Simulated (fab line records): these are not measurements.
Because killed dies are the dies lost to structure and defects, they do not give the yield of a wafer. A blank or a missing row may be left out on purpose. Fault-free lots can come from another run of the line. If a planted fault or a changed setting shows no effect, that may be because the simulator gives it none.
Comparing a struck lot with a sound one -- flow n5Finfet -- 16 steps out of a route of 1938
Sound: wafers L547.2, L547.3, L547.4. Wafers struck: L550.3, L550.4, L550.6. At the end, the cause is stated.
Each step with rows lists, per side, the tool, then ch with its chambers, then its first start. Under that, the readings that differ: sound wafers -- struck wafers -- difference of the means -- sigmas: that difference in standard deviations of wafers without a fault.
alike: readings with means less than 2 such deviations apart, plus words and numbers identical on both sides. not compared: withheld readings, readings lacking a value on some wafer, bounds such as >300 that could conceal the same value, and numbers that have no deviation in the record and whose values overlap.
A row with sigmas, a row that says differs or no value, or rows on one side alone: a step with any of these is where the two part. When numbers do not overlap yet have no deviation, they are printed without sigmas and do not part them. A reading missing from all wafers of one side parts the sides only when that side holds two or more wafers.

first, 2 steps without rows for these wafers: N5_BEOL_M2_SURFACE_TREAT_85; N5_BEOL_M2_CVD_47 (deposits Co from CCTBA/H2, target thk 3 nm, time 223.8 s).
N5_BEOL_M2_SPUTTER_48: material Cu, target thk 4.5 nm, time 8.29 s.
  sound on pvdSputter-02 at day 10 01:40; struck on pvdSputter-03 at day 10 20:44
  alike: chamberPressurePa, chuckGasFlowSccm, throttleValvePct
then, 2 steps without rows for these wafers: N5_BEOL_M2_ANNEAL_49 (time 240 s); N5_BEOL_M2_SPUTTER_79 (material Cu, target thk 4.5 nm, time 8.29 s).
N5_BEOL_M2_ANNEAL_80: time 240 s.
  sound on pvdSputter-02 at day 10 01:58; struck on pvdSputter-03 at day 10 21:02
  alike: heaterPowerW
N5_BEOL_M2_SPUTTER_81: material Cu, target thk 4.5 nm, time 8.29 s.
  sound on pvdSputter-02 at day 10 02:06; struck on pvdSputter-03 at day 10 21:11
  alike: chamberPressurePa, chuckGasFlowSccm, throttleValvePct
then, 3 steps without rows for these wafers: N5_BEOL_M2_ANNEAL_82 (time 240 s); N5_BEOL_M2_SPUTTER_86 (material Cu, target thk 4.5 nm, time 8.29 s); N5_BEOL_M2_ANNEAL_87 (time 240 s).
N5_BEOL_M2_SPUTTER_88: material Cu, target thk 4.5 nm, time 8.29 s.
  sound on pvdSputter-02 at day 10 02:32; struck on pvdSputter-03 at day 10 21:37
  alike: chamberPressurePa, chuckGasFlowSccm, throttleValvePct
N5_BEOL_M2_ANNEAL_89: time 240 s.
  sound on pvdSputter-02 at day 10 02:37; struck on pvdSputter-03 at day 10 21:42
  alike: heaterPowerW
N5_BEOL_M2_SPUTTER_90: material Cu, target thk 4.5 nm, time 8.29 s.
  sound on pvdSputter-02 at day 10 02:46; struck on pvdSputter-03 at day 10 21:50
  no value came back on the struck wafers for chamberPressurePa (Pa), chuckGasFlowSccm (sccm), throttleValvePct (%); on the sound wafers chamberPressurePa (Pa) reads 0.07018 0.07007 0.07026
then, 1 step without rows for these wafers: N5_BEOL_M2_ANNEAL_91 (time 240 s).
N5_BEOL_M4_RC_MEAS_101:
  sound on prober-02 ch 0, day 11 07:08; struck on prober-02 ch 0, day 12 06:32
  alike: DIBL_N, DIBL_P, IOFF_N, IOFF_P, ION_N, ION_P, SS_N, SS_P, VT_N, VT_P
-- here the record skips 4 days between the struck wafers' starts before and after, leaving off in module BEOL_M4 and picking up in module PASSIVATION (first step shown: number 1936 of the route) --
N5_PASSIVATION_PROBE_49:
  the record has rows for the struck wafers here (prober-01, day 16 12:02) and none for the sound ones

== WHERE THEY PART ==
At N5_BEOL_M2_SPUTTER_90 first; at N5_PASSIVATION_PROBE_49 last (within this record only).

WHY: the cause the simulator had injected
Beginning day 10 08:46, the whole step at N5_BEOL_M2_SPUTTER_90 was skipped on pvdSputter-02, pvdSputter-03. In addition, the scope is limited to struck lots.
